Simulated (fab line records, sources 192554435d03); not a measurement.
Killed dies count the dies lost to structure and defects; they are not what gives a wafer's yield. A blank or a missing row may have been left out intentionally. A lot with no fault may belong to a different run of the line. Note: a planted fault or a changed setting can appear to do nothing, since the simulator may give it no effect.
fab line records	flow n5Finfet
record: lots: 4	wafers: 12	lastDay: 18
route steps=1938 shown FIN_SAQP@119 FIN_CUT@154 BEOL_M4@1111 PASSIVATION@1936
lots that met no fault: taken from a fault-free run of the same line
startH: hours from the record's opening day to when the first of the lot's shown wafers began	waitH: hours since the lot's step before	" identical to the entry in the row above	L1.1+2: one row covering several wafers at once	- no value, or no start given	* or withheld: withheld	< > ~ a bound
route shown NAME@n: NAME is a module with steps in the file, n the number in the route of the first one	usual: the fault-free wafers' mean and standard deviation	same: alike in all rows	chamber/n: place in a boat	sites: per-site readings	_std_site: the values' standard deviation	_edge_site: outer sites' mean less inner sites'	radiusMm: for every site, how far away it sits from the centre of the wafer	mask NAME#n: copy n	behind: the tool/chamber that last shaped the wafer	hold: what put the lot on hold/how long, in hours/how the hold closed	device: the transistor (n, p or np) that didn't switch	end of line: the same wafers' tests at the end of the route	where a step has no rows: the recipe by itself	killed: dies that structure and defects cost at the first sort, which is not the same as the wafer's yield	map: shows each die of a wafer: x if killed, . if not, _ if none is there
set.NAME: the setting as run; set.NAME@STEP: as run at that earlier step	model.NAME: the simulator's own value behind a step, which no gauge read
certain route steps with their lots: each step a table, each wafer a row
services: when a tool's chamber went out of use (startH, in hours from the record's first day, below 0 if earlier), for how many hours, and the reason
== steps ==
step: N5_FIN_SAQP_STRIP_74
recipe: chemistry: CHF3/O2	resist: SiARC	rfFrequencyHz: 6e+07
step: N5_FIN_SAQP_MANDREL_ETCH_22
recipe: targetDepthA: 600	chemistry: HBr/Cl2	target: a-Si	stopOn: SiNx	btTimeS: 10	overEtchFrac: 0.5	timeS: 30	pressureMtorr: 10	icpW: 800	biasW: 75	HBr_flow_sccm: 150	Cl2_flow_sccm: 80	ends: endPoint
step: N5_FIN_SAQP_STRIP_55
recipe: chemistry: N2/H2	powerW: 500	tempC: 40	pressureMtorr: 50	rfFrequencyHz: 6e+07	overashFraction: 0.3	biasPowerW: 28	h2Frac: 0.5	n2FlowSccm: 300	h2FlowSccm: 300
step: N5_FIN_SAQP_STRIP_23
recipe: chemistry: SPM	timeS: 750	tempC: 130	h2so4H2o2VolRatio: 4
step: N5_FIN_SAQP_SRD_66
recipe: dry: ipaMarangoni	timeS: 30	tempC: 23	rinseLiquid: diw
step: N5_FIN_SAQP_RECESS_75
recipe: chemistry: HF/NH3	target: SiO2	targetDepthA: 144	afsCycles: 3	tempC: 30	sublimationTempC: 180	sublimationTimeS: 60
step: N5_FIN_SAQP_SPACER1_ALD_24
recipe: material: SiO2	targetThkA: 203	tempC: 300	aldPrecursorFamily: BDEAS	aldCoReactant: O2-plasma	pulseTimeS: 1	purgeTimeS: 2	coReactantPurgeTimeS: 2	aldCycles: 218	pressureTorr: 2
step: N5_FIN_SAQP_SPACER1_ETCHBACK_25
recipe: chemistry: CHF3/O2	mode: anisotropicEtchback	target: SiO2	targetDepthA: 244	timeS: 12.2	pressureMtorr: 30	sourceW: 650	biasW: 170	Ar_flow_sccm: 200	CHF3_flow_sccm: 50	O2_flow_sccm: 5	ionEnergyEv: 200
step: N5_FIN_SAQP_MANDREL1_REMOVE_56
recipe: chemistry: HBr/Cl2/O2	btTimeS: 10	target: a-Si	stopOn: SiNx	endpoint: OES-SiCl	overEtchFrac: 1	icpW: 600	biasW: 22	HBr_flow_sccm: 150	Cl2_flow_sccm: 80	O2_flow_sccm: 5	pressureMtorr: 10
step: N5_FIN_SAQP_ETCH_57
recipe: chemistry: CH3F/O2	target: SiNx	maskMaterial: SiO2	targetDepthA: 325	timeS: 46.4	pressureMtorr: 30	sourceW: 395	biasW: 73	Ar_flow_sccm: 150	CH3F_flow_sccm: 30	O2_flow_sccm: 20	ionEnergyEv: 120	ends: cleared
step: N5_FIN_SAQP_ETCH_65
recipe: chemistry: CF4	target: SiO2	targetDepthA: 40	ionEnergyEv: 350	timeS: 4.4	pressureMtorr: 10	icpW: 800	biasW: 400	cf4FlowSccm: 80
step: N5_FIN_SAQP_MANDREL_ETCH_58
recipe: chemistry: HBr/Cl2	target: a-Si	targetDepthA: 450	btTimeS: 10	stopOn: SiNx	maskMaterial: SiO2	overEtchFrac: 0.8	timeS: 27	pressureMtorr: 10	icpW: 800	biasW: 75	HBr_flow_sccm: 150	Cl2_flow_sccm: 80	ends: endPoint
usual: drypumpMotorCurrentA: 5.8/0.51	mfcCl2Sccm: 80.05/0.24	oesProductAu: 0.695/0.014	rfFwdPowerW: 793/3.4	throttleValvePct: 35.4/0.33
lot.wafer	tool	chamber	startH	waitH	drypumpMotorCurrentA	mfcCl2Sccm	oesProductAu	rfFwdPowerW	rfHoursCounterH	throttleValvePct
L986.4	rieSi-06	3	97.59	0.0	6.1	79.99	0.717	788	30	35.2
L986.5	"	0	"	"	6.7	79.98	0.678	793	-	35.6
L986.6	"	3	"	"	6.1	79.96	0.707	786	-	35.2
L987.2	rieSi-06	3	102.63	0.0	6.2	80.14	0.684	789	30	35.3
L987.3	"	2	"	"	5.1	80.28	0.701	794	31	36.1
L987.6	"	1	"	"	5.1	79.79	0.708	791	-	35.3
L988.2	rieSi-06	1	110.32	0.0	5.1	80.09	0.699	791	14	35.3
L988.4	"	3	"	"	6.1	80.11	0.693	792	31	35.3
L988.5	"	3	"	"	6.1	79.97	0.712	789	-	35.2
L994.1	rieSi-04	3	143.98	0.0	5.5	79.93	0.688	797	88	34.8
L994.2	"	1	"	"	6.1	80.05	0.687	789	16	35.4
L994.6	"	2	"	"	5.4	79.82	0.679	792	-	35.1
step: N5_FIN_SAQP_RECESS_63
recipe: chemistry: HF/NH3	target: SiO2	targetDepthA: 180	afsCycles: 3	tempC: 30	sublimationTempC: 180	sublimationTimeS: 60
step: N5_FIN_SAQP_COAT_68
recipe: resist: SOC	tempC: 250	timeS: 60	spinRpm: 1500	resistThkNm: 100
step: N5_FIN_SAQP_ETCH_69
recipe: chemistry: N2/H2	target: SOC	targetDepthA: 1500	stopOn: SiNx	ionEnergyEv: 100	biasW: 61	pressureMtorr: 30	sourceW: 850	n2FlowSccm: 200	h2FlowSccm: 200
step: N5_FIN_SAQP_ETCH_67
recipe: chemistry: CH3F/O2	target: SiNx	targetDepthA: 300	maskMaterial: SOC	pressureMtorr: 30	sourceW: 395	biasW: 73	Ar_flow_sccm: 150	CH3F_flow_sccm: 30	O2_flow_sccm: 20	ionEnergyEv: 120
step: N5_FIN_SAQP_STRIP_70
recipe: chemistry: N2/H2	powerW: 500	tempC: 40	pressureMtorr: 50	rfFrequencyHz: 6e+07	overashFraction: 0.3	biasPowerW: 28	h2Frac: 0.5	n2FlowSccm: 300	h2FlowSccm: 300
step: N5_FIN_SAQP_RECESS_71
recipe: chemistry: HF/NH3	target: SiO2	targetDepthA: 30	afsCycles: 1	tempC: 30	sublimationTempC: 180	sublimationTimeS: 60
step: N5_FIN_SAQP_SPACER2_ALD_28
recipe: material: SiO2	targetThkA: 81	tempC: 300	aldPrecursorFamily: BDEAS	aldCoReactant: O2-plasma	pulseTimeS: 1	purgeTimeS: 2	coReactantPurgeTimeS: 2	pressureTorr: 2
step: N5_FIN_SAQP_SPACER2_ETCHBACK_29
recipe: chemistry: CHF3/O2	mode: anisotropicEtchback	target: SiO2	targetDepthA: 122	timeS: 6.1	pressureMtorr: 30	sourceW: 650	biasW: 170	Ar_flow_sccm: 200	CHF3_flow_sccm: 50	O2_flow_sccm: 5	ionEnergyEv: 200
step: N5_FIN_SAQP_MANDREL2_REMOVE_60
recipe: chemistry: HBr/Cl2/O2	btTimeS: 10	target: a-Si	stopOn: SiNx	endpoint: OES-SiCl	overEtchFrac: 1	icpW: 600	biasW: 22	HBr_flow_sccm: 150	Cl2_flow_sccm: 80	O2_flow_sccm: 5	pressureMtorr: 10
step: N5_FIN_SAQP_HM_OPEN_33
recipe: chemistry: CH3F/O2	target: SiNx	maskMaterial: SiO2	targetDepthA: 494	timeS: 70.6	pressureMtorr: 30	sourceW: 395	biasW: 73	Ar_flow_sccm: 150	CH3F_flow_sccm: 30	O2_flow_sccm: 20	ionEnergyEv: 120	ends: cleared
step: N5_FIN_SAQP_ETCH_34
recipe: chemistry: C4F6/O2	target: SiO2	targetDepthA: 450	timeS: 15	ionEnergyEv: 250	pressureMtorr: 30	sourceW: 345	biasW: 185	Ar_flow_sccm: 300	C4F6_flow_sccm: 10	O2_flow_sccm: 10	ends: cleared
step: N5_FIN_SAQP_STRIP_77
recipe: chemistry: N2/H2	timeS: 90	powerW: 100	tempC: 40	pressureMtorr: 100	rfFrequencyHz: 6e+07	biasPowerW: 3	n2FlowSccm: 300	h2FlowSccm: 300
step: N5_FIN_SAQP_ETCH_64
recipe: chemistry: CF4	target: SiO2	targetDepthA: 15	ionEnergyEv: 350	pressureMtorr: 10	icpW: 800	biasW: 400	cf4FlowSccm: 80
step: N5_FIN_SAQP_FIN_ETCH_36
recipe: chemistry: HBr/Cl2/O2	targetDepthA: 1200	maskMaterial: SiNx	timeS: 50.4	biasW: 102	pressureMtorr: 10	icpW: 800	HBr_flow_sccm: 150	Cl2_flow_sccm: 80	O2_flow_sccm: 12
step: N5_FIN_SAQP_PRECLEAN_38
recipe: chemistry: O3/DIW	timeS: 45	tempC: 22	o3Ppm: 10
step: N5_FIN_SAQP_PRECLEAN_45
recipe: chemistry: dHF	timeS: 10	dilution: 500:1	tempC: 25
step: N5_FIN_SAQP_SRD_39
recipe: dry: ipaMarangoni	timeS: 30	tempC: 23	rinseLiquid: diw
step: N5_FIN_SAQP_INSPECT_40
recipe: inspectInstrument: brightfield	mode: aei
usual: rawDefectCount: 223/60
lot.wafer	tool	chamber	startH	waitH	rawDefectCount
L986.4	defectInspect-01	-	99.75	0.0	207
L986.5	"	-	"	"	154
L986.6	"	-	"	"	240
L987.2	defectInspect-02	-	105.29	0.0	689
L987.3	"	-	"	"	682
L987.6	"	-	"	"	649
L988.2	defectInspect-02	-	112.98	0.0	718
L988.4	"	-	"	"	751
L988.5	"	-	"	"	851
L994.1	defectInspect-02	-	146.28	0.0	307
L994.2	"	-	"	"	144
L994.6	"	-	"	"	173
step: N5_FIN_CUT_COAT_18
recipe: resist: SOC	tempC: 250	timeS: 60	spinRpm: 1500	resistThkNm: 230
step: N5_FIN_CUT_COAT_19
recipe: resist: SiARC	tempC: 220	timeS: 60	spinRpm: 1500	resistThkNm: 20
step: N5_FIN_CUT_COAT_29
recipe: resist: underlayer	tempC: 205	timeS: 60	spinRpm: 1500	resistThkNm: 10
step: N5_FIN_CUT_COAT_02
recipe: resist: CAR-EUV	spinRpm: 1500	resistThkNm: 30
step: N5_FIN_CUT_EBR_04
recipe: solvent: PGMEA	ebrWidthMm: 1.5
step: N5_FIN_CUT_SOFTBAKE_03
recipe: tempC: 110	timeS: 60	resist: CAR-EUV
step: N5_FIN_CUT_EXPOSE_05
recipe: maskId: FIN_CUT	na: 0.33	sourceShape: annular	sigmaInner: 0.35	sigmaOuter: 0.8	polarization: unpolarized	doseMj: 45.75
step: N5_FIN_CUT_INSPECT_10
recipe: mode: adi	inspectInstrument: brightfield
usual: rawDefectCount: 40/10
lot.wafer	tool	chamber	startH	waitH	rawDefectCount
L986.4	defectInspect-02	-	100.14	0.0	41
L986.5	"	-	"	"	35
L986.6	"	-	"	"	42
L987.2	defectInspect-01	-	105.81	0.0	557
L987.3	"	-	"	"	536
L987.6	"	-	"	"	512
L988.2	defectInspect-01	-	113.37	0.0	539
L988.4	"	-	"	"	554
L988.5	"	-	"	"	547
L994.1	defectInspect-02	-	146.67	0.1	47
L994.2	"	-	"	"	19
L994.6	"	-	"	"	34
step: N5_FIN_CUT_INSPECT_17
recipe: inspectInstrument: brightfield	mode: aei
usual: rawDefectCount: 228/61
lot.wafer	tool	chamber	startH	waitH	rawDefectCount
L986.4	defectInspect-02	-	101.09	0.0	212
L986.5	"	-	"	"	170
L986.6	"	-	"	"	251
L987.2	defectInspect-02	-	106.76	0.0	695
L987.3	"	-	"	"	690
L987.6	"	-	"	"	629
L988.2	defectInspect-02	-	114.41	0.0	739
L988.4	"	-	"	"	748
L988.5	"	-	"	"	851
L994.1	defectInspect-02	-	147.62	0.0	307
L994.2	"	-	"	"	156
L994.6	"	-	"	"	201
step: N5_BEOL_M4_RC_MEAS_101
usual: DIBL_N: 36.0/2	DIBL_P: 36.2/2.2	IOFF_N: 0.16/0.034	IOFF_P: 0.21/0.04	ION_N: 675/12	ION_P: 463/7.2	SS_N: 71.6/0.6	SS_P: 73.3/0.67	VT_N: 250/3	VT_P: -251/3.4
lot.wafer	tool	chamber	startH	waitH	DIBL_N[mV/V]	DIBL_P[mV/V]	IOFF_N[nA/um]	IOFF_P[nA/um]	ION_N[uA/um]	ION_P[uA/um]	SS_N[mV/dec]	SS_P[mV/dec]	VT_N[mV]	VT_P[mV]
L986.4	prober-01	0	245.66	0.5	35.2	37.1	0.16	0.24	673	468	70.8	73.5	250	-244
L986.5	"	0	"	"	35.5	36.8	0.16	0.23	680	465	70.9	73.3	250	-249
L986.6	"	0	"	"	35.8	38.0	0.17	0.25	685	474	71.6	73.7	249	-249
L987.2	prober-01	0	249.96	0.2	36.4	38.3	0.19	0.25	688	469	72.0	73.2	247	-248
L987.3	"	0	"	"	35.9	37.2	0.17	0.23	676	468	71.1	72.7	250	-248
L987.6	"	0	"	"	35.6	37.1	0.17	0.23	680	470	71.5	73.5	247	-246
L988.2	prober-02	0	269.01	0.2	33.2	33.3	0.11	0.18	672	471	71.9	72.3	255	-252
L988.4	"	0	"	"	33.6	34.0	0.11	0.18	659	464	70.6	72.9	254	-250
L988.5	"	0	"	"	34.7	34.8	0.13	0.19	663	464	71.6	73.6	253	-254
L994.1	prober-02	0	308.93	0.0	38.3	37.7	0.18	0.22	672	460	71.9	73.9	252	-249
L994.2	"	0	"	"	36.7	36.8	0.16	0.21	687	472	72.0	73.7	250	-248
L994.6	"	0	"	"	37.5	37.7	0.17	0.23	670	466	72.0	74.0	253	-251
step: N5_PASSIVATION_PROBE_49
usual: defectLimitedYield: 91.5/1.5	killed_at_M0_to_M3: 33/10	killed_at_M4_up: 15/6.4	killedAtContacts: 12/5.4	killedAtFrontEnd: 38/9.8	killedAtOther: 4/3.1	killedDies: 101/18	killedOpen: 67/14	killedShort: 33/7.9	sort_bin_5_function: 5.0/1	sort_bin_6_memory: 3.2/0.67	sortNPass: 1079/18	sortYieldPct: 91.5/1.5
same: grossDies: 1180	killedAtBackSide: 0	sort_bin_4_leakage[%]: 0	sort_bin_8_speed[%]: 0
lot.wafer	tool	chamber	startH	waitH	defectLimitedYield[%]	killed_at_M0_to_M3	killed_at_M4_up	killedAtContacts	killedAtFrontEnd	killedAtOther	killedDies	killedOpen	killedShort	sort_bin_5_function[%]	sort_bin_6_memory[%]	sortNPass	sortYieldPct[%]
L987.2	prober-01	-	388.37	0.1	83.9	30	8	7	142	3	190	44	24	10.5	3.5	990	83.9
L987.3	prober-01	-	388.42	0.1	84.5	24	7	4	144	4	183	50	14	10.2	2.9	997	84.5
L987.6	prober-01	-	388.57	0.3	89.7	29	15	13	64	1	122	52	28	6.4	2.8	1058	89.7
L988.2	prober-02	-	389.02	0.1	88.4	30	14	13	76	4	137	62	36	6.5	3.8	1043	88.4
L988.4	prober-02	-	389.12	0.2	82.6	42	17	4	141	1	205	63	29	11.9	3.8	975	82.6
L988.5	prober-02	-	389.17	0.2	79.0	51	25	7	164	1	248	85	45	13.5	5.3	932	79.0
killed by level:class
L987.2 FIN_SAQP:unspecified=120 BEOL_M3:geometricParticle:open=9 STI_FIN_REVEAL:geometricParticle:open=6 BEOL_M2:geometricParticle:open=6 FIN_SAQP:geometricParticle:short=4 MOL_CONTACT_COAG:geometricParticle:open=4 BEOL_M0_SAQP:geometricParticle:short=4 MOL_CONTACT_COAG:geometricParticle:short=3
L987.3 FIN_SAQP:unspecified=116 BEOL_M0_SAQP:geometricParticle:open=8 FIN_SAQP:geometricParticle:short=6 BEOL_M3:geometricParticle:open=6 FIN_SAQP:geometricParticle:open=5 ILD0:geometricParticle:open=5 MOL_CONTACT_COAG:geometricParticle:open=4 BEOL_M2:geometricParticle:open=4
L987.6 FIN_SAQP:unspecified=42 MOL_CONTACT_COAG:geometricParticle:open=11 BEOL_M4:geometricParticle:open=11 BEOL_M0_SAQP:geometricParticle:short=6 BEOL_M3:geometricParticle:open=6 GATE_CUT:geometricParticle:short=5 BEOL_M0_SAQP:geometricParticle:open=5 ILD0:geometricParticle:open=4
L988.2 FIN_SAQP:unspecified=38 MOL_CONTACT_COAG:geometricParticle:open=10 BEOL_M0_SAQP:geometricParticle:open=9 STI_FIN_REVEAL:geometricParticle:open=8 BEOL_M3:geometricParticle:open=8 BEOL_M4:geometricParticle:open=8 GATE_CUT:geometricParticle:short=6 BEOL_M4:geometricParticle:short=5
L988.4 FIN_SAQP:unspecified=113 BEOL_M2:geometricParticle:open=11 BEOL_M0_SAQP:geometricParticle:short=10 BEOL_M4:geometricParticle:open=10 BEOL_M3:geometricParticle:open=7 FIN_SAQP:geometricParticle:short=6 BEOL_M0_SAQP:geometricParticle:open=6 STI_FIN_REVEAL:geometricParticle:open=5
L988.5 FIN_SAQP:unspecified=117 FIN_SAQP:geometricParticle:open=13 FIN_SAQP:geometricParticle:short=13 BEOL_M3:geometricParticle:open=12 BEOL_M2:geometricParticle:open=11 BEOL_M4:geometricParticle:open=10 BEOL_M0_SAQP:geometricParticle:short=8 MOL_CONTACT_COAG:geometricParticle:open=6
map L987.2 (x killed, . not)
_________________x..x..x.....________________
______________.................._____________
___________....x..........x.x......__________
__________.........................._________
________.........x.....x.............._______
_______.........x......................______
______.................................._____
_____......x....................xx.......____
____....x.x...............................___
___.......................x................__
___...x...................................x__
__.........................................._
__.....................x........x..........x_
_........x...................................
_........x...............x.............x.x...
_...........x................................
_...............................x............
_......x.............x.x...........x.x.......
_......................x..x....xx............
_x.................xx.xx.xx.x...............x
_...x.......x......x..xxxxxxxxxx...........x.
__..........x......xx.xxxxx.xxxxx..........._
__..x................xxxxxxxxx.x............_
___........x.x..x..xxxxxxxxxxxx....x.......__
___.x..x.x.....x..x.xxxxxxxxxxxxxx.x.......__
____..x.........xxx.xxxxxxxxxxxxxx.x......___
_____...x............xxxxxxxxxxxx.x......____
______............x.xxxxxxxxxxxx........_____
_______..............xxx.xxxxx.........______
________.......x........x.xxxx.....xx._______
__________........xx.....x.........._________
___________....x........x.x........__________
______________.........x........_____________
_________________.x.....x....________________
map L988.5 (x killed, . not)
_________________............________________
______________......x..........._____________
___________.................x.xxx..__________
__________............x............._________
________x....x..............x...x....._______
_______......x....x.............x...xx.______
______...........x........x............._____
_____x...........x..............x......x.____
____.........................x....xxx...x.___
___......x.x......x......x......x.x........__
___...x....x..x........x........x..........__
__..................x...x..................._
__...................................x......_
_............x..........x...xx...........x...
_......x.x................x............x.....
_.............x...........xx.x..........x...x
_x.......x.....................x..........x..
_x......x............x.....x.................
_.......x.............x.xx..x.........x...x..
_.........x.....x...x...xxxxx.x.x.x.......x..
_.x.xx............xxx..xxxxxxx.....x..x.x....
__.....xx..x.........xxxxxxx.x...........x.._
__...............x..xxxxxxxxxxx.......x....._
___............x..x.xxxxxxxxxxxx.....x..x.x__
___.........x.....xxxxxxxxxxxxx.x..........__
____..x..x.x.x.x..xxxxxxxxxxxxxxxxx.......___
_____.xx......x.x..xxxxxxxxxxx.x.xx..x...____
______..x.x........xxxxxxxxxxxxx.x...x.._____
_______........x...xx.xxxxxxxx.x..xx..x______
________......xx........xxx..........x_______
__________.......x.......x..x...x..x_________
___________..x.......xx....x...x...__________
______________........x....x...._____________
_________________.....x.x....________________
== services ==
tool	chamber	startH	hours	kind
rieSi-04	3	86.45	2.3	repair
== key ==
firstSign: step: N5_FIN_SAQP_INSPECT_40	reading: rawDefectCount	direction: up	sigmas: 8.3	usual: 223	struck: 723
effect: step: N5_FIN_CUT_INSPECT_10	reading: rawDefectCount	direction: up	sigmas: 48	usual: 40	struck: 541
effect: step: N5_FIN_CUT_INSPECT_17	reading: rawDefectCount	direction: up	sigmas: 8.2	usual: 228	struck: 725
effect: step: N5_PASSIVATION_PROBE_49	reading: killedAtFrontEnd	direction: up	sigmas: 8.6	usual: 38	struck: 122
moreKillsBornAt: N5_FIN_SAQP_MANDREL_ETCH_58@rieSi-06: 546
metAt N5_FIN_SAQP_MANDREL_ETCH_58
struckWafers L987.2,L987.3,L987.6,L988.2,L988.4,L988.5
onsetBetween 97.59 102.63
fault: kind: chamberParticleSource	tool: rieSi-06	chamber: -	onsetH: 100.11	steps: N5_FIN_SAQP_MANDREL_ETCH_58	ratePerVisitCm2: 0.76323	endH: 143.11
